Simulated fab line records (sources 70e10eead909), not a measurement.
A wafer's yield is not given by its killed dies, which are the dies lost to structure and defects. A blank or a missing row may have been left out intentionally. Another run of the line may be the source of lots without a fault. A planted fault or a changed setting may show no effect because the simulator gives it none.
Chamber matching | flow nandHarc | rieDiel-12 running NHARC_A_CONTACT_ETCH_110: 4 sister chambers
The step etches the open film in CF4/O2, target depth 60 nm, overetch 6 nm, time 33 s. 8 wafers are shown with their chamber, then 9 later ones without.

== EACH WAFER AND ITS CHAMBER ==
wafer  | chamber | showerheadPlenumPTorr (Torr) | drypumpMotorCurrentA (A)
L077.1 | 0       | 1.39                         | 5.3
L081.6 | 1       | 1.40                         | 5.9
L083.3 | 0       | 1.38                         | 5.3
L083.4 | 3       | 1.39                         | 6.3
L083.5 | 3       | 1.39                         | 6.3
L089.2 | 2       | 1.25                         | 5.0
L089.4 | 1       | 1.40                         | 5.9
L089.6 | 2       | 1.25                         | 5.1

== WAFERS WHOSE CHAMBER IS MISSING ==
wafer  | showerheadPlenumPTorr (Torr) | drypumpMotorCurrentA (A)
L090.1 | 1.25                         | 5.0
L090.3 | 1.38                         | 5.3
L090.6 | 1.40                         | 5.9
L093.1 | 1.40                         | 5.9
L093.3 | 1.39                         | 6.3
L093.6 | 1.40                         | 5.9
L097.1 | 1.24                         | 5.1
L097.3 | 1.40                         | 5.9
L097.5 | 1.24                         | 5.1

== WHICH CHAMBER EACH ONE RAN IN ==
wafer  | from the rows above | in truth
L090.1 | 2                   | 2
L090.3 | 0                   | 0
L090.6 | 1                   | 1
L093.1 | 1                   | 1
L093.3 | 3                   | 3
L093.6 | 1                   | 1
L097.1 | 2                   | 2
L097.3 | 1                   | 1
L097.5 | 2                   | 2
Placed correctly: 9 of 9. From these rows, 0 cannot be placed. 0 placed wrongly.
How it was worked out, from the rows above alone: a wafer's distance from a chamber is the root of the sum, over the readings, of the square of ((its reading less the chamber's mean) divided by the reading's scatter). If the next closest chamber is less than 2 further off than the closest, the wafer can't be placed; otherwise it belongs to the closest. The mean given for a chamber averages the wafers shown for that chamber. How the scatter is found: for the shown wafers, subtract from each reading the mean of its chamber, square and add these, divide the total by (wafers less chambers), then take the root.
